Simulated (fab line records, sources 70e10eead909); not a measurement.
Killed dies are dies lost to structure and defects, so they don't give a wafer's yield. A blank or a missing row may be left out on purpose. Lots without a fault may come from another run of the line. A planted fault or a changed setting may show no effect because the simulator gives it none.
Chamber matching | flow nand_harc | NHARC_P_GATE_ALD_36 on ald_sin-02: 4 sister chambers
The step deposits SiNx, target thk 20 nm, pulse time 60 s, ald cycles 223. 22 wafers are shown with their chamber, then 11 later ones without.

WAFERS WITH THEIR CHAMBER
wafer  | chamber | heater_power_w (W) | precursor_pulse_height_rel
L076.1 | 0       | 912                | 1.012
L076.6 | 1       | 789                | 1.032
L076.5 | 2       | 881                | 1.001
L078.3 | 2       | 885                | 0.981
L078.4 | 0       | 906                | 1.004
L078.5 | 1       | 788                | 0.963
L080.1 | 1       | 771                | 1.018
L080.6 | 1       | 771                | 1.021
L080.5 | 2       | 896                | 0.996
L086.1 | 1       | 764                | 1.011
L086.3 | 2       | 918                | 1.041
L086.4 | 3       | 741                | 0.990
L086.2 | 0       | 929                | 0.967
L086.6 | 1       | 777                | 1.001
L086.5 | 2       | 883                | 1.017
L088.3 | 1       | 776                | 0.986
L088.5 | 0       | 907                | 0.977
L088.6 | 1       | 781                | 0.972
L090.2 | 1       | 762                | 1.036
L090.1 | 3       | 717                | 1.017
L090.6 | 0       | 890                | 0.978
L092.3 | 3       | 743                | 1.035

SIGNATURES (means of the wafers above)
reading                    | chamber 0 | chamber 1 | chamber 2 | chamber 3 | scatter within a chamber
heater_power_w             | 908.80    | 775.44    | 892.60    | 733.67    | 12.6
precursor_pulse_height_rel | 0.98760   | 1.00444   | 1.00720   | 1.01400   | 0.0236
Rule: a wafer's distance from a chamber is the root of the sum, over the readings, of the square of ((its reading less the chamber's mean) divided by the reading's scatter). The wafer belongs to the nearest chamber; if the next one is less than 2 further off, it can't be placed. The scatter: the root of (the sum of the squares of (reading less its chamber's mean) over the shown wafers, divided by (wafers less chambers)).

WAFERS WITHOUT THEIR CHAMBER
wafer  | heater_power_w (W) | precursor_pulse_height_rel
L092.1 | 907                | 0.989
L092.2 | 756                | 0.992
L092.4 | 889                | 1.007
L092.5 | 723                | 1.002
L092.6 | 902                | 1.005
L096.3 | 904                | 0.983
L096.2 | 774                | 1.014
L096.4 | 909                | 1.008
L096.1 | 725                | 0.985
L096.6 | 914                | 0.955
L096.5 | 777                | 1.028

WHICH CHAMBER EACH WENT THROUGH
wafer  | from the rows above     | in truth
L092.1 | can't be placed: 0 or 2 | 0
L092.2 | can't be placed: 1 or 3 | 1
L092.4 | can't be placed: 2 or 0 | 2
L092.5 | 3                       | 3
L092.6 | can't be placed: 2 or 0 | 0
L096.3 | can't be placed: 0 or 2 | 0
L096.2 | 1                       | 1
L096.4 | can't be placed: 0 or 2 | 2
L096.1 | 3                       | 3
L096.6 | can't be placed: 0 or 2 | 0
L096.5 | 1                       | 1
Placed correctly: 4 of 11. Can't be placed from these rows: 7 (the true chamber is among the candidates in 7). Placed wrongly: 0.
